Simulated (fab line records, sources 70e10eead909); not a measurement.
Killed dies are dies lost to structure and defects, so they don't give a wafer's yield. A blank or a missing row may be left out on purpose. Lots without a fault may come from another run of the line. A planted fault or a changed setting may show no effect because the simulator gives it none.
fab line records | flow nand_harc | part 2 of 2: steps 23 to 31 of 31
record lots=5 wafers=15 last_day=32
route steps=1302 shown A_STAIRCASE@818
lots that met no fault: from a run of the same line without faults
start_h: hours from the record's first day to the start of the lot's first wafer shown | wait_h: hours since the lot's step before | " the same as in the row above | L1.1+2: a row that stands for several wafers | - no value, or no start given | * or withheld: withheld | < > ~ a bound
route shown NAME@n: a module of which the file shows steps, and the number in the route of the first | usual: mean/standard deviation of fault-free wafers | same: alike in all rows | chamber/n: place in a boat | sites: the reading at each site | _std_site: their standard deviation | _edge_site: outer sites' mean less inner sites' | radius_mm: how far each site lies from the wafer's centre | mask NAME#n: copy n | behind: the tool/chamber that last shaped the wafer | hold: why the lot was held/for how many hours/how that ended | device: the transistor (n, p or np) that didn't switch | end of line: the same wafers' tests at the end of the route | a step without rows: its recipe alone | killed: dies lost to structure and defects at the first sort, not the wafer's yield | map: a wafer's dies, x killed, . not, _ none there
set.NAME: the setting as run; set.NAME@STEP: as run at that earlier step | model.NAME: the simulator's own value behind a step, which no gauge read
lots at some steps of the route; a table a step, a row a wafer
services: from which hour (start_h, from the record's first day; less than 0 if before it) a tool's chamber was out of use, for how many hours, and why
## steps
# step NHARC_A_STAIRCASE_ETCHBACK_416
# recipe target_depth_a=360 time_s=7.2 c4f8_flow_sccm=withheld o2_flow_sccm=8 ar_flow_sccm=withheld rf_w=600 bias_w=800 chemistry=C4F8/O2/Ar
# usual oes_product_au=0.932/0.02 rf_vpp_V=721/4.5
# columns lot.wafer tool chamber start_h wait_h oes_product_au rf_hours_counter_h rf_vpp_V
L075.4 rie_diel-04 2 - - 0.941 8 718
L075.3 " 3 " " 0.930 8 726
L075.6 " 1 " " 0.929 - 726
L081.2 rie_diel-04 2 - - 0.947 29 715
L081.1 " 3 " " 0.949 33 727
L081.5 " 2 " " 0.947 - 717
L086.6 rie_diel-04 0 - - 0.912 - 717
L086.5 " 1 " " 0.933 - 727
L086.4 " 2 " " 0.949 - 716
L091.2 rie_diel-04 3 - - 1.016 1 726
L091.4 " 0 " " 0.985 0 716
L091.3 " 2 " " 1.006 1 717
L094.2 rie_diel-10 3 - - 0.926 62 721
L094.1 " 0 " " 0.913 62 715
L094.5 " 0 " " 0.913 - 714
# step NHARC_A_STAIRCASE_STRIP_476
# recipe time_s=20 o2_flow_sccm=500 ar_flow_sccm=0 bias_w=0 chemistry=O2
# usual drypump_motor_current_A=5.9/0.51 oes_product_au=1.000/0.015 rf_vpp_V=57.6/0.98 showerhead_plenum_p_Torr=3.46/0.15 throttle_valve_pct=17.036/0.0095
# columns lot.wafer tool chamber start_h wait_h drypump_motor_current_A oes_product_au rf_hours_counter_h rf_vpp_V showerhead_plenum_p_Torr throttle_valve_pct
L075.3 rie_diel-04 0 396.06 0.1 5.4 0.988 9 58.2 3.32 17.037
L075.4 " 1 " " 6.6 0.999 9 58.6 3.61 17.036
L075.6 " 0 " " 5.3 0.996 - 58.3 3.32 17.041
L081.1 rie_diel-04 0 453.92 0.1 5.4 0.992 30 56.0 3.31 17.034
L081.2 " 1 " " 6.6 0.996 28 57.9 3.60 17.042
L081.5 " 0 " " 5.4 0.980 - 57.7 3.31 17.035
L086.4 rie_diel-04 2 497.83 0.0 5.8 1.018 - 57.8 3.31 17.035
L086.5 " 0 " " 5.3 0.991 - 57.2 3.30 17.049
L086.6 " 1 " " 6.6 0.997 - 58.1 3.59 17.030
L091.3 rie_diel-04 0 545.69 0.1 5.4 0.999 0 55.6 3.30 17.034
L091.2 " 1 " " 6.6 1.019 1 57.9 3.59 17.034
L091.4 " 3 " " 6.6 1.012 1 56.9 3.60 17.022
L094.2 rie_diel-10 0 591.81 0.1 6.1 0.989 62 58.6 3.27 17.039
L094.1 " 3 " " 6.1 0.994 62 58.2 3.48 17.033
L094.5 " 1 " " 5.2 0.995 - 57.7 3.61 17.035
# step NHARC_A_STAIRCASE_DEP_417
# recipe target_thk_a=600 step_coverage_pct=20 temp_c=400 target_thk_nm=60 flow_sccm=200 rf_w=450 material=Si3N4
# usual heater_power_w=704/79
# columns lot.wafer tool chamber start_h wait_h heater_power_w since_wet_clean_h
L075.3 pecvd-03 2 396.24 - 714 17
L075.6 " 0 " " 864 -
L075.4 " 2 " " 719 -
L081.1 pecvd-03 1 454.02 - 608 75
L081.2 " 2 " " 739 75
L081.5 " 0 " " 840 -
L086.6 pecvd-03 1 498.06 - 630 -
L086.5 " 2 " " 797 -
L086.4 " 0 " " 780 -
L091.2 pecvd-04 1 545.78 - 735 82
L091.3 " 0 " " 785 82
L091.4 " 1 " " 736 -
L094.1 pecvd-04 0 592.00 - 777 129
L094.2 " 1 " " 768 129
L094.5 " 1 " " 768 -
# step NHARC_A_STAIRCASE_WET_418
# recipe temp_c=160 target_depth_a=200 chemistry=H3PO4
# usual temp_c=160.01/0.15
# columns lot.wafer tool chamber start_h wait_h temp_c
L075.3 wet_h3po4-01 1 398.14 - 160.07
L075.4 " 1 " " 160.02
L075.6 " 1 " " 160.07
L081.1 wet_h3po4-02 0 456.01 - 160.13
L081.2 " 0 " " 159.89
L081.5 " 0 " " 160.14
L086.4 wet_h3po4-02 1 499.92 - 159.98
L086.5 " 1 " " 160.00
L086.6 " 1 " " 159.93
L091.2 wet_h3po4-01 0 547.78 - 159.86
L091.3 " 0 " " 159.76
L091.4 " 0 " " 159.98
L094.1 wet_h3po4-02 1 594.02 - 159.92
L094.2 " 1 " " 160.12
L094.5 " 1 " " 160.10
# step NHARC_A_STAIRCASE_PRECLEAN_419
# recipe time_s=* temp_c=50 bath_age_min=0 chemistry=SC1
# usual temp_c=49.98/0.11
# columns lot.wafer tool chamber start_h wait_h temp_c
L075.6 wet_bench-01 1 398.72 0.0 49.99
L075.4 " 2 " " 50.08
L075.3 " 5 " " 49.80
L081.1 wet_bench-03 1 456.61 0.0 49.96
L081.2 " 3 " " 49.91
L081.5 " 4 " " 50.14
L086.6 wet_bench-03 1 500.49 0.0 49.88
L086.4 " 4 " " 49.71
L086.5 " 6 " " 50.06
L091.2 wet_bench-03 5 548.36 0.0 49.79
L091.3 " 6 " " 49.80
L091.4 " 7 " " 50.04
L094.5 wet_bench-03 1 594.61 0.0 49.94
L094.1 " 3 " " 50.00
L094.2 " 4 " " 49.95
# step NHARC_A_STAIRCASE_SRD_421
# columns lot.wafer tool chamber start_h wait_h
L075.6+4+3 wet_bench-01 1,2,5 398.78 0.0
L081.1+2+5 wet_bench-03 1,3,4 456.65 0.0
L086.6+4+5 wet_bench-03 1,4,6 - -
L091.2+3+4 wet_bench-03 5,6,7 - -
L094.5+1+2 wet_bench-03 1,3,4 - -
# step NHARC_A_STAIRCASE_ALD_420
# recipe target_thk_a=200 pulse_time_s=6 ald_cycles=200 temp_c=300 material=SiO2
# usual heater_power_w=460/43 precursor_pulse_height_rel=0.996/0.019
# columns lot.wafer tool chamber start_h wait_h heater_power_w precursor_pulse_height_rel since_wet_clean_h
L075.4 ald_hk-01 0 398.89 0.1 418 0.988 91
L075.3 " 1 " " 449 0.990 91
L075.6 " 0 " " 423 1.011 -
L081.2 ald_hk-01 1 456.77 0.1 460 0.985 149
L081.1 " 0 " " 420 0.989 150
L081.5 " 1 " " 445 0.990 -
L086.4 ald_hk-04 1 500.95 - 364 1.033 56
L086.5 " 3 " " 466 0.987 -
L086.6 " 0 " " 451 0.968 -
L091.4 ald_hk-04 3 548.49 - 460 1.010 104
L091.2 " 1 " " 376 1.006 104
L091.3 " 2 " " 406 0.950 104
L094.1 ald_hk-01 2 595.06 - 502 0.988 109
L094.2 " 3 " " 443 0.998 109
L094.5 " 0 " " 423 0.986 -
# step NHARC_A_STAIRCASE_CVD_552
# recipe target_thk_a=400 temp_c=700 pressure_mtorr=300 material=SiNx
# columns lot.wafer tool chamber start_h wait_h
L075.3+4+6 lpcvd-01 1 - -
L081.1+2+5 lpcvd-02 0 462.28 4.2
L086.4+5+6 lpcvd-02 1 - -
L091.2+3+4 lpcvd-01 0 - -
L094.1+2+5 lpcvd-02 0 - -
# step NHARC_A_STAIRCASE_DEP_151
# recipe target_thk_a=72000 temp_c=400 target_thk_nm=7200 teos_flow_sccm=200 rf_w=500 material=SiO2
# usual heater_power_w=647/84 mfc_precursor_sccm=200.0/0.65
# columns lot.wafer tool chamber start_h wait_h heater_power_w mfc_precursor_sccm since_wet_clean_h
L075.3 pecvd-04 0 407.90 0.6 745 198.9 126
L075.6 " 1 " " 592 199.5 -
L075.4 " 2 " " 576 200.0 -
L081.2 pecvd-03 2 465.81 0.4 651 199.3 87
L081.1 " 1 " " 633 200.5 87
L081.5 " 1 " " 510 199.8 -
L086.6 pecvd-03 1 510.67 0.7 491 200.8 -
L086.5 " 2 " " 629 199.1 -
L086.4 " 0 " " 677 200.0 -
L091.3 pecvd-04 1 556.78 0.5 695 200.3 93
L091.2 " 2 " " 616 200.4 94
L091.4 " 1 " " 608 199.8 -
L094.2 pecvd-04 0 602.87 0.4 654 200.5 140
L094.1 " 1 " " 772 199.9 140
L094.5 " 1 " " 619 199.4 -
## services
# columns tool chamber start_h hours kind
pecvd-03 - 366.18 13.0 pm
rie_diel-04 2 384.20 2.6 repair
wet_bench-03 - 386.40 8.0 pm
litho_track-02 - 402.00 7.0 pm
wet_bench-03 - 417.77 1.4 repair
rie_diel-10 - 421.86 9.0 pm
litho_track-07 - 426.00 7.0 pm
wet_bench-01 - 431.61 2.5 repair
wet_bench-05 - 436.85 8.0 pm
pecvd-04 - 450.43 13.0 pm
wet_bench-01 - 453.60 8.0 pm
wet_bench-03 - 470.39 1.2 repair
litho_track-05 - 474.00 7.0 pm
rie_diel-10 1 482.68 6.5 repair
rie_diel-04 3 494.50 4.0 repair
wet_bench-01 - 511.26 4.4 repair
rie_diel-04 - 532.68 9.0 pm
rie_diel-10 2 543.91 4.8 repair
pecvd-03 - 547.18 13.0 pm
wet_bench-03 - 562.40 8.0 pm
pecvd-04 - 564.65 5.3 repair
litho_track-02 - 577.00 7.0 pm
rie_diel-10 - 598.86 9.0 pm
litho_track-07 - 601.00 7.0 pm
